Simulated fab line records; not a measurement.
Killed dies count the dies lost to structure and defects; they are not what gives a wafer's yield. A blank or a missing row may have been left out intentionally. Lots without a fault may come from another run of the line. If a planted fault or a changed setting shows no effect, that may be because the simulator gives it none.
Chamber matching || flow n5Finfet || 4 sister chambers for N5_BEOL_M1_ETCH_69 on rieDiel-06
The step etches SiARC in CF4, target depth 15.6 nm, time 26 s. 4 wafers are shown with their chamber, then 12 later ones without.

WAFERS PAIRED WITH THEIR CHAMBERS
{"wafer": "L084.3", "chamber": 3, "drypumpMotorCurrentA (A)": 5.7}
{"wafer": "L087.3", "chamber": 2, "drypumpMotorCurrentA (A)": 5.0}
{"wafer": "L087.4", "chamber": 0, "drypumpMotorCurrentA (A)": 6.2}
{"wafer": "L087.5", "chamber": 1, "drypumpMotorCurrentA (A)": 5.0}

WAFERS MISSING THEIR CHAMBER
{"wafer": "L090.1", "drypumpMotorCurrentA (A)": 6.2}
{"wafer": "L090.3", "drypumpMotorCurrentA (A)": 5.0}
{"wafer": "L090.5", "drypumpMotorCurrentA (A)": 5.7}
{"wafer": "L091.3", "drypumpMotorCurrentA (A)": 5.0}
{"wafer": "L091.5", "drypumpMotorCurrentA (A)": 5.7}
{"wafer": "L091.6", "drypumpMotorCurrentA (A)": 4.9}
{"wafer": "L093.2", "drypumpMotorCurrentA (A)": 5.0}
{"wafer": "L093.4", "drypumpMotorCurrentA (A)": 5.7}
{"wafer": "L093.6", "drypumpMotorCurrentA (A)": 6.2}
{"wafer": "L094.3", "drypumpMotorCurrentA (A)": 4.9}
{"wafer": "L094.5", "drypumpMotorCurrentA (A)": 5.0}
{"wafer": "L094.6", "drypumpMotorCurrentA (A)": 5.7}

WHICH CHAMBER EACH ONE RAN IN
{"wafer": "L090.1", "from the rows above": 0, "in truth": 0}
{"wafer": "L090.3", "from the rows above": "can't be placed: 1 or 2", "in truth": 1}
{"wafer": "L090.5", "from the rows above": 3, "in truth": 3}
{"wafer": "L091.3", "from the rows above": "can't be placed: 1 or 2", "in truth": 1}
{"wafer": "L091.5", "from the rows above": 3, "in truth": 3}
{"wafer": "L091.6", "from the rows above": "can't be placed: 1 or 2", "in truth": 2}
{"wafer": "L093.2", "from the rows above": "can't be placed: 1 or 2", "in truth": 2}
{"wafer": "L093.4", "from the rows above": 3, "in truth": 3}
{"wafer": "L093.6", "from the rows above": 0, "in truth": 0}
{"wafer": "L094.3", "from the rows above": "can't be placed: 1 or 2", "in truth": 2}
{"wafer": "L094.5", "from the rows above": "can't be placed: 1 or 2", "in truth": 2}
{"wafer": "L094.6", "from the rows above": 3, "in truth": 3}
Correctly placed: 6 of 12. These rows do not allow placing 6 (true chamber among the candidates in 6). Number placed wrongly: 0.
How it was worked out, from the rows above alone: a wafer's distance from a chamber is the root of the sum, over the readings, of the square of ((its reading less the chamber's mean) divided by the reading's scatter). The wafer belongs to the nearest chamber; if the next one is less than 2 further off, it can't be placed. The mean given for a chamber averages the wafers shown for that chamber. The scatter: with one shown wafer a chamber, the root of the mean of the squares of how far each hidden wafer lies from its nearest shown one.
